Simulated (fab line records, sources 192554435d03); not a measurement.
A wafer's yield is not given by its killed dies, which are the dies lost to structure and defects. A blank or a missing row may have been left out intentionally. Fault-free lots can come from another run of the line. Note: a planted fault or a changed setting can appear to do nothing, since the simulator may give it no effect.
Which of the tools did it?    flow n5 finfet    36 wafers from 12 lots sampled at 2 of the route's 1938 steps

## WHAT THE GAUGES READ, wafer by wafer
N5_BEOL_M12_CD_MEAS_17: the cd target is 140 nm.
lot   measured      on         cd nm (nm)
L075  day 11 14:27  cd sem-03  144.2 141.6 141.0
L077  day 12 03:28  cd sem-03  138.6 137.6 141.9
L078  day 12 12:31  cd sem-02  138.0 140.0 142.5
L081  day 13 06:14  cd sem-03  139.7 139.3 138.9
L083  day 13 18:12  cd sem-03  140.3 142.2 138.1
L085  day 14 11:53  cd sem-02  143.8 142.1 141.9
L088  day 14 17:01  cd sem-03  140.5 144.0 141.5
L089  day 14 18:22  cd sem-03  145.3 138.4 141.4
L090  day 15 07:41  cd sem-01  142.7 140.5 139.7
L093  day 15 21:53  cd sem-03  141.9 140.0 139.2
L095  day 16 15:29  cd sem-03  142.1 145.1 143.0
L096  day 17 14:18  cd sem-03  140.2 141.1 142.6

## EACH LOT AND THE TOOL THAT RAN IT (in order: tool; ch and the chambers of the sampled wafers; start)
lot   N5_BEOL_M12_STRIP_64
L075  plasma asher-02 ch 0,1, day 11 14:19
L077  plasma asher-02 ch 1, day 12 03:19
L078  plasma asher-01 ch 0, day 12 12:22
L081  plasma asher-02 ch 1, day 13 06:06
L083  plasma asher-01 ch 0,1, day 13 18:03
L085  plasma asher-01 ch 0,1, day 14 11:46
L088  plasma asher-02 ch 1, day 14 16:52
L089  plasma asher-02 ch 0,1, day 14 18:13
L090  plasma asher-02 ch 0,1, day 15 07:30
L093  plasma asher-01 ch 0,1, day 15 21:43
L095  plasma asher-01 ch 0,1, day 16 15:21
L096  plasma asher-01 ch 0,1, day 17 14:09
- N5_BEOL_M12_STRIP_64: strips in N2/H2.

## THE ANSWER, worked out from the rows above alone
Rule: what is usual is taken from the lots themselves. Put in order of their means at a reading, lots are off if they are a third of the lots or fewer, leave a main group of 4 or more, and stand apart from it by a gap of 3 or more times the standard deviation of the main group's means; of several such gaps the widest counts. Not used: any main group whose means are identical at the precision the tables above print for the reading. Also off: a lot with no number at a reading for which 4 or more lots have one. Any other lot the step has rows for is counted as sound.
Nothing can be told from this: no lot is off at any reading shown.

## WHAT THE SIMULATOR HAD INSERTED
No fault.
